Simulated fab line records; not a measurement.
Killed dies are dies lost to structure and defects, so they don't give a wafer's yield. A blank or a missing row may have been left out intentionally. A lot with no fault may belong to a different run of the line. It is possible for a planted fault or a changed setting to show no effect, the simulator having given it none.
Problem report, 8D (eight disciplines) form, completed by code + flow n5Finfet + the parts of the form that need people (team, actions taken, sign-off) are left out

== 1. PROBLEM STATEMENT ==
Wafers without a fault read 1500.0 rpm, standard deviation 1.1; spinSpeedRpm at N5_HKMG_FIN_COAT_85 reads a mean of 1461.4 rpm on 6 wafers belonging to 2 lots. That puts it -35 standard deviations away from the usual mean.
The step: time 60 s, resist thk 300 nm.
Earliest sighting: wafer L122.3 on lithoTrack-02 at day 6 17:48. The record has a number at this step for 18 wafers belonging to 6 lots. The rule behind "out" and "out of limits": a value lying over 4 standard deviations away from the usual mean. All remaining wafers that have a number are taken as sound.

== 2. WHAT IT IS; WHAT IT IS NOT ==
| question                    | is                     | is not                                                                   |
|-----------------------------|------------------------|--------------------------------------------------------------------------|
| which readings at this step | spinSpeedRpm           | -                                                                        |
| which lots                  | L122, L127             | L114, L115, L129, L135                                                   |
| which wafers of those lots  | all that have a number | -                                                                        |
| read on which tools         | lithoTrack-02          | lithoTrack-01, lithoTrack-05                                             |
| when                        | from day 6 17:48       | up to then (6 sound wafers); but 6 sound wafers of L129, L135 came after |

== 3. WHAT RULES OUT EACH SUSPECT ==
Counting: a tool stays on the suspect list if, at a process step up to the reading, it processed all lots that are out and no sound lot following the first of them.
- rieDiel-04 at N5_HKMG_FIN_DESCUM_17 (chemistry O2, time 7.9 s): ruled out as a lasting fault. The sound lots L135 went through it after L122, its earliest lot that is out (day 6 16:32).
- rieDiel-04 at N5_HKMG_FIN_ETCH_31 (etches SiARC in CF4, target depth 45.5 nm, time 75.8 s): ruled out as a lasting fault. The sound lots L135 went through it after L122, its earliest lot that is out (day 6 16:34).
- rieDiel-04 at N5_HKMG_FIN_STRIP_34 (strips in CF4): ruled out as a lasting fault. The sound lots L135 went through it after L122, its earliest lot that is out (day 6 16:49).
- lithoTrack-02 at N5_HKMG_FIN_COAT_85 (time 60 s, resist thk 300 nm): kept. It processed each lot that is out, first L122 at day 6 17:48, and no sound lot thereafter; up to then, the last sound lot it processed was L115 at day 4 22:09. Its own readings are out on those wafers: spinSpeedRpm.
The count leaves lithoTrack-02 at N5_HKMG_FIN_COAT_85.

== 4. THE CAUSE (what the simulator had put in) ==
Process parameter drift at N5_HKMG_FIN_COAT_85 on lithoTrack-02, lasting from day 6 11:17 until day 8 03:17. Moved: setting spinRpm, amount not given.
The count eliminated every tool but this one.

== 5. THE CHAIN OF EFFECTS, in route order ==
Each row: a reading where the mean over the struck wafers with a number is more than 3 standard deviations away from the usual. Readings are gone through only where the record gives a usual standard deviation; hours: the median, over the lots, of the time from a lot's start at the first step in this table giving one to that lot's start at this step; sigmas: the change measured in usual standard deviations.
| hours | step                | reading      | usual      | on struck wafers | change | sigmas |
|-------|---------------------|--------------|------------|------------------|--------|--------|
| 0     | N5_HKMG_FIN_COAT_85 | spinSpeedRpm | 1500.0 rpm | 1461.4           | -38.6  | -35    |
The process steps in it:
- N5_HKMG_FIN_COAT_85: time 60 s, resist thk 300 nm.
Later measuring or inspecting steps at which every struck wafer that the step has a row for has a number for every such reading, and none has moved that far: N5_BEOL_M4_RC_MEAS_101.

== 6. HOW IT WOULD HAVE BEEN CAUGHT EARLIER ==
7 hours passed between the start of the fault at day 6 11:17 and the first reading out of limits in this record, taken at day 6 17:48.
